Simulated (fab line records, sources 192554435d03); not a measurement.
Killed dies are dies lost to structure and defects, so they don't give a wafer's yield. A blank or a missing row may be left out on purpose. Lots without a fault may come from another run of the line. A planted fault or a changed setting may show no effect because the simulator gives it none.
Chamber matching | flow n5_finfet | N5_FIN_SAQP_MANDREL_ETCH_22 on rie_si-03: 3 sister chambers
The step etches a-Si in HBr/Cl2, stops on SiNx, target depth 60 nm, bt time 10 s, time 30 s. 16 wafers are shown with their chamber, then 7 later ones without.

WAFERS WITH THEIR CHAMBER
wafer  | chamber | throttle_valve_pct (%) | drypump_motor_current_A (A) | oes_product_au (a.u.)
L248.1 | 1       | 35.0                   | 5.0                         | 0.772
L248.2 | 2       | 35.2                   | 5.1                         | 0.767
L248.6 | 1       | 35.0                   | 5.0                         | 0.789
L253.2 | 2       | 35.2                   | 5.1                         | 0.769
L253.5 | 1       | 35.0                   | 5.0                         | 0.784
L253.6 | 2       | 35.2                   | 5.1                         | 0.780
L254.1 | 3       | 36.3                   | 5.8                         | 0.753
L254.3 | 1       | 35.0                   | 5.0                         | 0.780
L254.6 | 2       | 35.2                   | 5.1                         | 0.780
L255.2 | 3       | 36.2                   | 5.8                         | 0.761
L255.4 | 1       | 35.0                   | 5.0                         | 0.782
L255.5 | 1       | 35.0                   | 5.0                         | 0.778
L256.1 | 1       | 35.0                   | 5.0                         | 0.778
L256.4 | 3       | 36.2                   | 5.9                         | 0.756
L256.5 | 2       | 35.2                   | 5.1                         | 0.767
L260.1 | 2       | 35.2                   | 5.1                         | 0.767

SIGNATURES (means of the wafers above)
reading                 | chamber 1 | chamber 2 | chamber 3 | scatter within a chamber
throttle_valve_pct      | 35.000    | 35.200    | 36.233    | 0.0226
drypump_motor_current_A | 5.000     | 5.100     | 5.833     | 0.0226
oes_product_au          | 0.78043   | 0.77167   | 0.75667   | 0.00565
Rule: a wafer's distance from a chamber is the root of the sum, over the readings, of the square of ((its reading less the chamber's mean) divided by the reading's scatter). The wafer belongs to the nearest chamber; if the next one is less than 2 further off, it can't be placed. The scatter: the root of (the sum of the squares of (reading less its chamber's mean) over the shown wafers, divided by (wafers less chambers)).

WAFERS WITHOUT THEIR CHAMBER
wafer  | throttle_valve_pct (%) | drypump_motor_current_A (A) | oes_product_au (a.u.)
L260.5 | 35.2                   | 5.1                         | 0.785
L260.6 | 34.9                   | 5.0                         | 0.787
L261.2 | 35.0                   | 5.0                         | 0.766
L261.5 | 35.2                   | 5.1                         | 0.767
L263.4 | 36.2                   | 5.8                         | 0.763
L263.5 | 36.2                   | 5.8                         | 0.767
L263.6 | 35.2                   | 5.1                         | 0.777

WHICH CHAMBER EACH WENT THROUGH
wafer  | from the rows above | in truth
L260.5 | 2                   | 2
L260.6 | 1                   | 1
L261.2 | 1                   | 1
L261.5 | 2                   | 2
L263.4 | 3                   | 3
L263.5 | 3                   | 3
L263.6 | 2                   | 2
Placed correctly: 7 of 7. Can't be placed from these rows: 0. Placed wrongly: 0.
